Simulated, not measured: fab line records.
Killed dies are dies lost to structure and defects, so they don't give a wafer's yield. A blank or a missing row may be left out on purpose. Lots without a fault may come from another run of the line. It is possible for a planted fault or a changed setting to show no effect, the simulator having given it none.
One fault seen from 2 desks | flow nand_harc | every desk sees just its own numbers, and what lay behind them comes last

## FROM THE METROLOGY DESK
What the gauges read, lot by lot, whatever tool the lot ran on: means of the sampled wafers that have a number. A lot is out of limits, marked OUT, if its mean lies more than 4 standard deviations from the usual mean; the brackets give that distance.
Columns: A = cd_nm at NHARC_THIN_TSV_CD_MEAS_16, usual 1000.7 nm
lot  | first seen here | A
L816 | day 24 01:00    | 999.5
L818 | day 24 15:20    | 999.6
L819 | day 25 05:14    | 1001.1
L822 | day 27 04:34    | 998.8
L827 | day 27 14:52    | 1000.5
L828 | day 29 22:54    | 1000.8
L829 | day 30 13:23    | 995.0
L834 | day 30 22:12    | 1001.6
L832 | day 30 23:24    | 996.1
L833 | day 31 16:01    | 999.4
L838 | day 33 04:36    | 998.6
L837 | day 34 17:09    | 1000.3
Finding of this desk: none of the 12 lots has anything out of limits.

## DESK OF THE TOOL OWNER: rie_diel-01
The tool's own readings at NHARC_THIN_TSV_ETCH_44 (etches the open film in CF4/O2, target depth 1594.2 nm, time 797.1 s): means of the sampled wafers that have a number, for each lot that ran on this tool. A lot is out of limits, marked OUT, if its mean lies more than 4 standard deviations from the usual mean; the brackets give that distance.
Columns: A = chamber_pressure_mTorr at NHARC_THIN_TSV_ETCH_44, usual 29.998 mTorr; B = drypump_motor_current_A at NHARC_THIN_TSV_ETCH_44, usual 5.8 A; C = oes_product_au at NHARC_THIN_TSV_ETCH_44, usual 0.999 a.u.; D = rf_fwd_power_W at NHARC_THIN_TSV_ETCH_44, usual 299.8 W; E = rf_vpp_V at NHARC_THIN_TSV_ETCH_44, usual 793 V; F = showerhead_plenum_p_Torr at NHARC_THIN_TSV_ETCH_44, usual 1.81 Torr; G = throttle_valve_pct at NHARC_THIN_TSV_ETCH_44, usual 16.913 %
lot  | first seen here | A      | B   | C               | D                       | E   | F    | G
L822 | day 27 03:53    | 29.998 | 6.1 | 0.986           | 301.0                   | 797 | 1.89 | 16.917
L828 | day 29 22:11    | 29.985 | 5.9 | 1.005           | 299.4                   | 795 | 1.83 | 16.913
L829 | day 30 12:44    | 30.006 | 6.1 | 1.257 (+34) OUT | 418.9 (+99 or more) OUT | 793 | 1.83 | 16.912
L832 | day 30 22:41    | 29.979 | 6.1 | 1.251 (+33) OUT | 420.2 (+99 or more) OUT | 794 | 1.82 | 16.906
This desk's finding: out of limits on L829, L832; first on L829, day 30 12:44 (oes_product_au at NHARC_THIN_TSV_ETCH_44). L822, L828: within limits.

## PUT TOGETHER
On L829, L832, at day 30 12:44, an alarm was possible from the tool owner's desk.
Nothing out of limits was seen by the metrology desk.
The metrology desk holds a record of L829, L832, inside its limits.
Of the lots named, all ran NHARC_THIN_TSV_ETCH_44 on rie_diel-01.

## WHAT THE SIMULATOR HAD PUT IN
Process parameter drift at NHARC_THIN_TSV_ETCH_44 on rie_diel-01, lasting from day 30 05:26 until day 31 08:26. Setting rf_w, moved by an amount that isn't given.
Struck lots among those shown: L829, L832.
Time in hours from fault onset to the first out-of-limits reading at each desk: the tool owner's desk, 7.
